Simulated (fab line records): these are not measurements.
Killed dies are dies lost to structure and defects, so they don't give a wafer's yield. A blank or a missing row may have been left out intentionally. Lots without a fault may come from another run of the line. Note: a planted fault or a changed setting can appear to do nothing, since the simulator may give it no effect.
Chamber matching :: flow nand harc :: NHARC_A_SGD_CUT_DESCUM_14 on rie diel-06 has 4 sister chambers
The step chemistry O2, time 3 s. 20 wafers are shown with their chamber, then 10 later ones without.

WAFERS WITH THEIR CHAMBER
wafer: L077.3
chamber: 2
drypump motor current A (A): 5.0
throttle valve pct (%): 11.295
oes product au (a.u.): 1.000

wafer: L077.4
chamber: 0
drypump motor current A (A): 5.8
throttle valve pct (%): 11.308
oes product au (a.u.): 1.005

wafer: L077.6
chamber: 3
drypump motor current A (A): 6.0
throttle valve pct (%): 11.305
oes product au (a.u.): 0.999

wafer: L075.2
chamber: 1
drypump motor current A (A): 6.0
throttle valve pct (%): 11.315
oes product au (a.u.): 0.990

wafer: L075.4
chamber: 3
drypump motor current A (A): 6.0
throttle valve pct (%): 11.312
oes product au (a.u.): 1.008

wafer: L075.6
chamber: 1
drypump motor current A (A): 6.0
throttle valve pct (%): 11.312
oes product au (a.u.): 1.008

wafer: L080.1
chamber: 3
drypump motor current A (A): 6.0
throttle valve pct (%): 11.308
oes product au (a.u.): 1.004

wafer: L080.2
chamber: 1
drypump motor current A (A): 6.1
throttle valve pct (%): 11.324
oes product au (a.u.): 0.992

wafer: L080.3
chamber: 2
drypump motor current A (A): 5.1
throttle valve pct (%): 11.306
oes product au (a.u.): 1.005

wafer: L081.1
chamber: 1
drypump motor current A (A): 6.0
throttle valve pct (%): 11.305
oes product au (a.u.): 1.002

wafer: L081.4
chamber: 0
drypump motor current A (A): 5.8
throttle valve pct (%): 11.307
oes product au (a.u.): 0.992

wafer: L081.6
chamber: 1
drypump motor current A (A): 6.0
throttle valve pct (%): 11.314
oes product au (a.u.): 0.986

wafer: L086.1
chamber: 2
drypump motor current A (A): 5.1
throttle valve pct (%): 11.306
oes product au (a.u.): 0.988

wafer: L086.2
chamber: 1
drypump motor current A (A): 6.0
throttle valve pct (%): 11.317
oes product au (a.u.): 0.994

wafer: L086.4
chamber: 3
drypump motor current A (A): 6.0
throttle valve pct (%): 11.304
oes product au (a.u.): 1.006

wafer: L087.1
chamber: 3
drypump motor current A (A): 6.0
throttle valve pct (%): 11.319
oes product au (a.u.): 0.995

wafer: L087.4
chamber: 1
drypump motor current A (A): 6.0
throttle valve pct (%): 11.307
oes product au (a.u.): 0.993

wafer: L087.5
chamber: 2
drypump motor current A (A): 5.0
throttle valve pct (%): 11.297
oes product au (a.u.): 1.004

wafer: L089.1
chamber: 1
drypump motor current A (A): 6.0
throttle valve pct (%): 11.309
oes product au (a.u.): 0.992

wafer: L089.4
chamber: 2
drypump motor current A (A): 5.0
throttle valve pct (%): 11.308
oes product au (a.u.): 1.010

SIGNATURES (means of the wafers above)
reading: drypump motor current A
chamber 0: 5.800
chamber 1: 6.013
chamber 2: 5.040
chamber 3: 6.000
scatter within a chamber: 0.036

reading: throttle valve pct
chamber 0: 11.30750
chamber 1: 11.31288
chamber 2: 11.30240
chamber 3: 11.30960
scatter within a chamber: 0.00586

reading: oes product au
chamber 0: 0.99850
chamber 1: 0.99462
chamber 2: 1.00140
chamber 3: 1.00240
scatter within a chamber: 0.00715
Rule: a wafer's distance from a chamber is the root of the sum, over the readings, of the square of ((its reading less the chamber's mean) divided by the reading's scatter). If the next closest chamber is less than 2 further off than the closest, the wafer can't be placed; otherwise it belongs to the closest. The scatter: take each reading less its chamber's mean, square it, sum over the shown wafers, divide by the number of wafers less the number of chambers, and take the root.

WAFERS MISSING THEIR CHAMBER
wafer: L089.5
drypump motor current A (A): 6.0
throttle valve pct (%): 11.313
oes product au (a.u.): 0.995

wafer: L085.1
drypump motor current A (A): 5.1
throttle valve pct (%): 11.321
oes product au (a.u.): 0.998

wafer: L085.3
drypump motor current A (A): 5.8
throttle valve pct (%): 11.312
oes product au (a.u.): 0.995

wafer: L085.6
drypump motor current A (A): 6.0
throttle valve pct (%): 11.318
oes product au (a.u.): 1.000

wafer: L090.1
drypump motor current A (A): 6.0
throttle valve pct (%): 11.312
oes product au (a.u.): 1.000

wafer: L090.3
drypump motor current A (A): 5.1
throttle valve pct (%): 11.308
oes product au (a.u.): 1.001

wafer: L090.6
drypump motor current A (A): 5.1
throttle valve pct (%): 11.306
oes product au (a.u.): 0.995

wafer: L094.4
drypump motor current A (A): 5.1
throttle valve pct (%): 11.302
oes product au (a.u.): 1.000

wafer: L094.5
drypump motor current A (A): 6.0
throttle valve pct (%): 11.316
oes product au (a.u.): 1.011

wafer: L094.6
drypump motor current A (A): 5.7
throttle valve pct (%): 11.319
oes product au (a.u.): 1.004

CHAMBER TAKEN BY EACH
wafer: L089.5
from the rows above: can't be placed: 1 or 3
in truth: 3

wafer: L085.1
from the rows above: 2
in truth: 2

wafer: L085.3
from the rows above: 0
in truth: 0

wafer: L085.6
from the rows above: can't be placed: 1 or 3
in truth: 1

wafer: L090.1
from the rows above: can't be placed: 3 or 1
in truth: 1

wafer: L090.3
from the rows above: 2
in truth: 2

wafer: L090.6
from the rows above: 2
in truth: 2

wafer: L094.4
from the rows above: 2
in truth: 2

wafer: L094.5
from the rows above: can't be placed: 3 or 1
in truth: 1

wafer: L094.6
from the rows above: 0
in truth: 0
6 of 10 placed correctly. From these rows, 4 cannot be placed; in 4 the true chamber is one of the candidates. Placed wrongly: 0.
